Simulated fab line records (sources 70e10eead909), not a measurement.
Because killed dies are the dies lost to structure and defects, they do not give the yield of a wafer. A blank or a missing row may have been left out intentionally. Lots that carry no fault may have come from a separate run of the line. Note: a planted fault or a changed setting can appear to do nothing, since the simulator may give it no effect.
Chamber matching    flow nand harc    NHARC_P_GATE_DESCUM_48 on rie diel-08 has 4 sister chambers
The step chemistry O2, time 3 s. 20 wafers are shown with their chamber, then 10 later ones without.

== WAFERS, EACH WITH ITS CHAMBER ==
wafer   chamber  oes product au (a.u.)  rf vpp V (V)  throttle valve pct (%)
L074.1  3        0.986                  57.5          11.299
L074.3  1        0.979                  58.4          11.300
L074.5  1        0.982                  57.6          11.322
L076.1  2        0.962                  55.9          11.313
L076.3  3        0.992                  57.9          11.307
L076.4  0        0.996                  59.6          11.327
L077.2  2        0.964                  57.0          11.303
L077.5  3        0.994                  57.2          11.305
L077.6  2        0.969                  58.3          11.309
L078.1  3        0.982                  58.1          11.325
L078.2  1        1.002                  57.3          11.318
L078.3  2        0.965                  58.4          11.299
L078.4  0        0.988                  59.5          11.303
L078.5  3        0.992                  59.7          11.319
L078.6  0        0.990                  57.3          11.306
L080.1  2        0.978                  58.4          11.308
L080.4  0        0.995                  56.6          11.314
L080.6  0        0.987                  58.6          11.300
L082.2  0        0.987                  57.6          11.299
L082.3  1        0.991                  58.5          11.294

SIGNATURES (means of the wafers above)
reading             chamber 0  chamber 1  chamber 2  chamber 3  scatter within a chamber
oes product au      0.99050    0.98850    0.96760    0.98920    0.00644
rf vpp V            58.200     57.950     57.600     58.080     1.04
throttle valve pct  11.30817   11.30850   11.30640   11.31100   0.0103
Rule: a wafer's distance from a chamber is the root of the sum, over the readings, of the square of ((its reading less the chamber's mean) divided by the reading's scatter). If the next closest chamber is less than 2 further off than the closest, the wafer can't be placed; otherwise it belongs to the closest. How the scatter is found: for the shown wafers, subtract from each reading the mean of its chamber, square and add these, divide the total by (wafers less chambers), then take the root.

== WAFERS WITH NO CHAMBER GIVEN ==
wafer   oes product au (a.u.)  rf vpp V (V)  throttle valve pct (%)
L082.6  0.997                  59.3          11.307
L087.3  0.990                  58.0          11.304
L087.5  0.983                  57.6          11.314
L087.6  0.991                  57.5          11.312
L090.1  0.984                  58.3          11.301
L090.2  0.962                  58.2          11.311
L090.5  0.970                  58.8          11.318
L095.1  0.982                  57.3          11.311
L095.2  0.976                  57.6          11.307
L095.3  0.998                  58.1          11.307

== CHAMBER TAKEN BY EACH ==
wafer    from the rows above                 in truth
L082.6   can't be placed: 0 or 3 or 1        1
L087.3   can't be placed: 0 or 1 or 3        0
L087.5   can't be placed: 1 or 3 or 0 or 2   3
L087.6   can't be placed: 3 or 1 or 0        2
L090.1   can't be placed: 1 or 0 or 3 or 2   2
L090.2   2                                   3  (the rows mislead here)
L090.5   can't be placed: 2 or 1 or 3 or 0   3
L095.1   can't be placed: 1 or 3 or 0 or 2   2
L095.2   can't be placed: 2 or 1 or 3 or 0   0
L095.3   can't be placed: 0 or 3 or 1        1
Placed correctly: 0 of 10. Can't be placed from these rows: 9 (the true chamber is among the candidates in 8). Wrongly placed: 1.
